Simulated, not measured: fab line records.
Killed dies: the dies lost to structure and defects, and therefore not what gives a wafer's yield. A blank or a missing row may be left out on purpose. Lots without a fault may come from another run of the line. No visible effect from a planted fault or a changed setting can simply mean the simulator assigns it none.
A struck lot beside a sound one	flow nand_harc	14 out of 1159 route steps
Sound: the wafers L480.2, L480.4, L480.6. Struck: wafer L474.4 (left out: L474.1, L474.2 of the same lot, which were not struck); the cause appears at the end.
Per side, at each step with rows, come the tool, then ch with its chambers, and then its first start. Under that, the readings that differ: sound wafers	struck wafers	difference of the means	sigmas: that difference in standard deviations of wafers without a fault.
alike: a reading whose means differ by less than 2 such deviations, as well as words and numbers matching on both sides. not compared: withheld readings; readings where some wafer has no value; bounds like >300 that might hide an equal value; numbers whose values overlap and for which the record gives no deviation.
A row with sigmas, a row that says differs or no value, or rows on one side alone: a step with any of these is where the two part. Numbers that have no deviation but don't overlap get no sigmas and don't part them. A reading missing from all wafers of one side parts the sides only when that side holds two or more wafers.

first, 7 steps without rows for these wafers: NHARC_A_STAIRCASE_SOFTBAKE_179 (time 170 s); NHARC_A_STAIRCASE_EBR_180; NHARC_A_STAIRCASE_EXPOSE_181 (exposes mask STAIR 2); NHARC_A_STAIRCASE_PEB_182 (peb time 130 s); NHARC_A_STAIRCASE_DEVELOP_183 (time 140 s); NHARC_A_STAIRCASE_HARDBAKE_185 (time 140 s); NHARC_A_STAIRCASE_DESCUM_186 (chemistry O2, time 3 s).
NHARC_A_STAIRCASE_TRIM_187: chemistry O2, time 211.2 s.
  sound on rie_diel-05 ch 1,3, day 16 19:19; struck on rie_diel-06 ch 1, day 14 19:04
reading	sound	struck	difference	sigmas
run_length_s (s)	232.3 233.2 233.1	231.3	-1.6	-3
throttle_valve_pct (%)	17.051 17.046 17.044	17.012	-0.035	-4
  alike: drypump_motor_current_A, o2_flow_sccm, oes_product_au, rf_vpp_V, showerhead_plenum_p_Torr
  not compared: rf_hours_counter_h
NHARC_A_STAIRCASE_ETCH_188: etches the open film in C4F8/O2, target depth 100 nm, time 40.5 s.
  sound on rie_diel-05 ch 1,2; struck on rie_diel-06 ch 3
  alike: oes_product_au, rf_vpp_V
  not compared: rf_hours_counter_h
NHARC_A_STAIRCASE_TRIM_189: chemistry O2, time 211.2 s.
  sound on rie_diel-05 ch 0,2; struck on rie_diel-06 ch 3
reading	sound	struck	difference	sigmas
throttle_valve_pct (%)	17.029 17.032 17.027	17.053	+0.024	+2
  alike: drypump_motor_current_A, o2_flow_sccm, oes_product_au, rf_vpp_V, run_length_s, showerhead_plenum_p_Torr
  not compared: rf_hours_counter_h
NHARC_A_STAIRCASE_ETCH_190: etches the open film in C4F8/O2, target depth 100 nm, time 40.5 s.
  sound on rie_diel-05 ch 0,1,3; struck on rie_diel-06 ch 3
  alike: oes_product_au, rf_vpp_V
  not compared: rf_hours_counter_h
NHARC_A_STAIRCASE_TRIM_191: chemistry O2, time 211.2 s.
  sound on rie_diel-05 ch 0,3, day 16 19:46; struck on rie_diel-06 ch 0, day 14 19:30
reading	sound	struck	difference	sigmas
run_length_s (s)	232.4 233.1 232.9	300.9	+68.1	+99 or more
  alike: drypump_motor_current_A, o2_flow_sccm, oes_product_au, rf_vpp_V, showerhead_plenum_p_Torr, throttle_valve_pct
  not compared: rf_hours_counter_h
NHARC_A_STAIRCASE_ETCH_192: etches the open film in C4F8/O2, target depth 100 nm, time 40.5 s.
  sound on rie_diel-05 ch 0,2,3; struck on rie_diel-06 ch 0
  alike: oes_product_au, rf_vpp_V
  not compared: rf_hours_counter_h
-- jump in the record: it breaks off in module A_STAIRCASE and resumes in module END (first step shown: number 1159 of the route), and 8 days separate the struck wafers' starts before and after --
NHARC_END_SORT_01:
  only the struck wafers appear in the record here, on prober-01 ch 0 at day 22 15:28; the sound ones have no rows

== WHERE THEY PART ==
At NHARC_A_STAIRCASE_TRIM_187 first; at NHARC_END_SORT_01 last (within this record only).

WHY: the cause the simulator had injected
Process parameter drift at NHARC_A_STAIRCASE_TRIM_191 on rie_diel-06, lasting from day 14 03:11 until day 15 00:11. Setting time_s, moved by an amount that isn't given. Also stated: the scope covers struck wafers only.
